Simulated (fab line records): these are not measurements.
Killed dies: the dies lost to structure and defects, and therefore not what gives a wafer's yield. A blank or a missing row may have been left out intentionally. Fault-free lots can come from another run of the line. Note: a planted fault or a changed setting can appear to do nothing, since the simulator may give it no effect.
Matching of chambers -- flow nand harc -- NHARC_P_CONTACT_ETCH_35 on rie diel-09 has 4 sister chambers
The step etches the open film in CF4, target depth 39 nm, time 65 s. 8 wafers are shown with their chamber, then 7 later ones without.

WAFERS, EACH WITH ITS CHAMBER
wafer,chamber,drypump motor current A (A),showerhead plenum p Torr (Torr)
L077.5,0,5.6,1.72
L080.2,3,6.5,1.68
L080.6,1,5.1,1.73
L085.2,1,5.1,1.73
L085.3,3,6.5,1.68
L085.4,2,5.0,1.69
L091.2,2,5.1,1.69
L091.3,0,5.6,1.71

WAFERS WITH NO CHAMBER GIVEN
wafer,drypump motor current A (A),showerhead plenum p Torr (Torr)
L091.4,5.1,1.73
L092.1,5.0,1.69
L092.2,5.1,1.73
L092.5,5.6,1.71
L093.2,5.7,1.71
L093.4,5.1,1.73
L093.5,5.1,1.69

WHICH CHAMBER EACH ONE RAN IN
wafer,from the rows above,in truth
L091.4,1,1
L092.1,2,2
L092.2,1,1
L092.5,0,0
L093.2,0,0
L093.4,1,1
L093.5,2,2
Correctly placed: 7 of 7. Number that these rows cannot place: 0. Placed wrongly: 0.
How it was worked out, from the rows above alone: a wafer's distance from a chamber is the root of the sum, over the readings, of the square of ((its reading less the chamber's mean) divided by the reading's scatter). If the next closest chamber is less than 2 further off than the closest, the wafer can't be placed; otherwise it belongs to the closest. For every chamber, the mean is computed from those of its wafers that are shown. The scatter: the root of (the sum of the squares of (reading less its chamber's mean) over the shown wafers, divided by (wafers less chambers)).
